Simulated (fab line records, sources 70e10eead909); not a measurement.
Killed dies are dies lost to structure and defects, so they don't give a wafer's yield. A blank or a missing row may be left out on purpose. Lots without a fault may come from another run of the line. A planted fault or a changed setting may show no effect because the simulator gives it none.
Tool commonality check | flow nand_harc | 12 lots, 36 wafers sampled

WHY IT WAS OPENED
At NHARC_END_SORT_01 the reading killed_at_periphery is flagged on 1 of 12 lots. Wafers without a fault read 3.8, standard deviation 2.2.
Rule: a lot is flagged when every wafer of it that has a number lies more than 4 standard deviations from that mean, or none has a number. The other lots count as sound.

lot  | measured     | on        | killed_at_periphery, wafer by wafer | flag
L640 | day 25 09:32 | prober-02 | 642 658 652                         | FLAGGED
L643 | day 26 00:35 | prober-01 | 4 5 3                               |
L651 | day 30 05:26 | prober-02 | 5 5 1                               |
L652 | day 30 09:55 | prober-01 | 3 1 6                               |
L653 | day 30 17:17 | prober-02 | 1 2 2                               |
L655 | day 31 20:24 | prober-01 | 3 6 6                               |
L656 | day 32 00:27 | prober-02 | 2 2 0                               |
L657 | day 32 05:02 | prober-01 | 5 4 3                               |
L658 | day 32 09:05 | prober-02 | 7 4 4                               |
L660 | day 33 03:59 | prober-01 | 4 5 1                               |
L659 | day 33 05:19 | prober-02 | 0 1 6                               |
L661 | day 34 11:44 | prober-02 | 2 3 1                               |
The numbers of the flagged lots are 650.7 on average: +646.9 against the usual, or +99 or more standard deviations.

WHICH TOOL RAN EACH LOT
The record holds 4 process steps before the reading, out of a route of 1302 steps. In each cell: the tool, then ch and the chambers that the sampled wafers went through, then the start.
lot  | flag    | NHARC_P_GATE_ETCH_32             | NHARC_P_GATE_STRIP_108             | NHARC_P_GATE_EXPOSE_43            | NHARC_P_GATE_STRIP_112
L640 | FLAGGED | rie_si-01 ch 1,3, day 5 17:59    | rie_diel-03 ch 1,2, day 5 18:10    | krf_scanner-02 ch 0, day 6 05:08  | plasma_asher-02 ch 0,1, day 6 07:43
L643 |         | rie_si-03 ch 1,3, day 6 22:05    | rie_diel-03 ch 2,3, day 6 22:16    | krf_scanner-02 ch 0, day 7 09:22  | plasma_asher-02 ch 0,1, day 7 11:41
L651 |         | rie_si-02 ch 0,1, day 10 11:02   | rie_diel-03 ch 0,2,3, day 10 11:13 | krf_scanner-01 ch 0, day 10 22:10 | plasma_asher-01 ch 0,1, day 11 00:40
L652 |         | rie_si-03 ch 1,2,3, day 11 04:08 | rie_diel-07 ch 0,2,3, day 11 04:22 | krf_scanner-02 ch 0, day 11 15:24 | plasma_asher-01 ch 0,1, day 11 17:56
L653 |         | rie_si-03 ch 1,2,3, day 11 04:43 | rie_diel-03 ch 0,3, day 11 04:53   | krf_scanner-03 ch 0, day 11 15:55 | plasma_asher-02 ch 0,1, day 11 18:26
L655 |         | rie_si-02 ch 0,1,2, day 12 03:11 | rie_diel-07 ch 0,2, day 12 03:20   | krf_scanner-02 ch 0, day 12 14:18 | plasma_asher-02 ch 1, day 12 16:53
L656 |         | rie_si-02 ch 0,3, day 12 11:54   | rie_diel-11 ch 0,2,3, day 12 12:05 | krf_scanner-01 ch 0, day 12 23:10 | plasma_asher-01 ch 0,1, day 13 01:34
L657 |         | rie_si-02 ch 0,1,3, day 13 01:11 | rie_diel-07 ch 0,1,3, day 13 01:20 | krf_scanner-03 ch 0, day 13 12:22 | plasma_asher-02 ch 0,1, day 13 14:43
L658 |         | rie_si-01 ch 0,2,3, day 13 11:41 | rie_diel-03 ch 0,3, day 13 11:50   | krf_scanner-03 ch 0, day 14 00:44 | plasma_asher-01 ch 0,1, day 14 03:17
L660 |         | rie_si-03 ch 0,1,2, day 14 08:41 | rie_diel-07 ch 0,1,2, day 14 08:52 | krf_scanner-02 ch 0, day 14 19:50 | plasma_asher-02 ch 0,1, day 14 22:28
L659 |         | rie_si-02 ch 0,1,2, day 14 05:50 | rie_diel-07 ch 0,1, day 14 06:00   | krf_scanner-02 ch 0, day 14 17:02 | plasma_asher-02 ch 0,1, day 14 19:27
L661 |         | rie_si-02 ch 1,3, day 14 16:30   | rie_diel-07 ch 0,3, day 14 16:39   | krf_scanner-03 ch 0, day 15 03:46 | plasma_asher-02 ch 0,1, day 15 06:10
What these steps do:
- NHARC_P_GATE_ETCH_32: etches the open film in HBr/Cl2, target depth 150 nm, time 100.1 s.
- NHARC_P_GATE_STRIP_108: strips in O2.
- NHARC_P_GATE_EXPOSE_43: exposes mask P NSD, target cd 720 nm.
- NHARC_P_GATE_STRIP_112: strips in N2/H2, time 200 s.
- NHARC_END_SORT_01

FLAGGED OVER TOTAL, TOOL BY TOOL (the gauges that took the reading come last)
step                   | tool            | lots run | flagged | share of the flagged lots | sound lots run after its first flagged lot
NHARC_P_GATE_ETCH_32   | rie_si-01       | 2        | 1       | all                       | 1 (L658)
NHARC_P_GATE_ETCH_32   | rie_si-02       | 6        | 0       | none                      | -
NHARC_P_GATE_ETCH_32   | rie_si-03       | 4        | 0       | none                      | -
NHARC_P_GATE_STRIP_108 | rie_diel-03     | 5        | 1       | all                       | 4 (L643,L651,L653,L658)
NHARC_P_GATE_STRIP_108 | rie_diel-07     | 6        | 0       | none                      | -
NHARC_P_GATE_STRIP_108 | rie_diel-11     | 1        | 0       | none                      | -
NHARC_P_GATE_EXPOSE_43 | krf_scanner-01  | 2        | 0       | none                      | -
NHARC_P_GATE_EXPOSE_43 | krf_scanner-02  | 6        | 1       | all                       | 5 (L643,L652,L655,L659,L660)
NHARC_P_GATE_EXPOSE_43 | krf_scanner-03  | 4        | 0       | none                      | -
NHARC_P_GATE_STRIP_112 | plasma_asher-01 | 4        | 0       | none                      | -
NHARC_P_GATE_STRIP_112 | plasma_asher-02 | 8        | 1       | all                       | 7 (L643,L653,L655,L657,L659,L660,L661)
NHARC_END_SORT_01      | prober-01       | 5        | 0       | none                      | -
NHARC_END_SORT_01      | prober-02       | 7        | 1       | all                       | 6 (L651,L653,L656,L658,L659,L661)

WHAT THE TABLE ALLOWS
5 rows of the table ran every flagged lot: rie_si-01 at NHARC_P_GATE_ETCH_32, rie_diel-03 at NHARC_P_GATE_STRIP_108, krf_scanner-02 at NHARC_P_GATE_EXPOSE_43, plasma_asher-02 at NHARC_P_GATE_STRIP_112, prober-02 at NHARC_END_SORT_01.
- rie_si-01 at NHARC_P_GATE_ETCH_32: 1 of its 2 lots flagged. Sound lots ran on it after the first flagged one (L658), which a lasting fault on the whole tool wouldn't allow.
- rie_diel-03 at NHARC_P_GATE_STRIP_108: 1 of its 5 lots flagged. Sound lots ran on it after the first flagged one (L643, L651, L653, L658), which a lasting fault on the whole tool wouldn't allow.
- krf_scanner-02 at NHARC_P_GATE_EXPOSE_43: 1 of its 6 lots flagged. Sound lots ran on it after the first flagged one (L643, L652, L655, L659, L660), which a lasting fault on the whole tool wouldn't allow.
- plasma_asher-02 at NHARC_P_GATE_STRIP_112: 1 of its 8 lots flagged. Sound lots ran on it after the first flagged one (L643, L653, L655, L657, L659, L660, L661), which a lasting fault on the whole tool wouldn't allow.
- prober-02 at NHARC_END_SORT_01: 1 of its 7 lots flagged. Sound lots ran on it after the first flagged one (L651, L653, L656, L658, L659, L661), which a lasting fault on the whole tool wouldn't allow.
No row of the table ran every flagged lot and no sound lot after the first.

WHAT THE SIMULATOR HAD PUT IN
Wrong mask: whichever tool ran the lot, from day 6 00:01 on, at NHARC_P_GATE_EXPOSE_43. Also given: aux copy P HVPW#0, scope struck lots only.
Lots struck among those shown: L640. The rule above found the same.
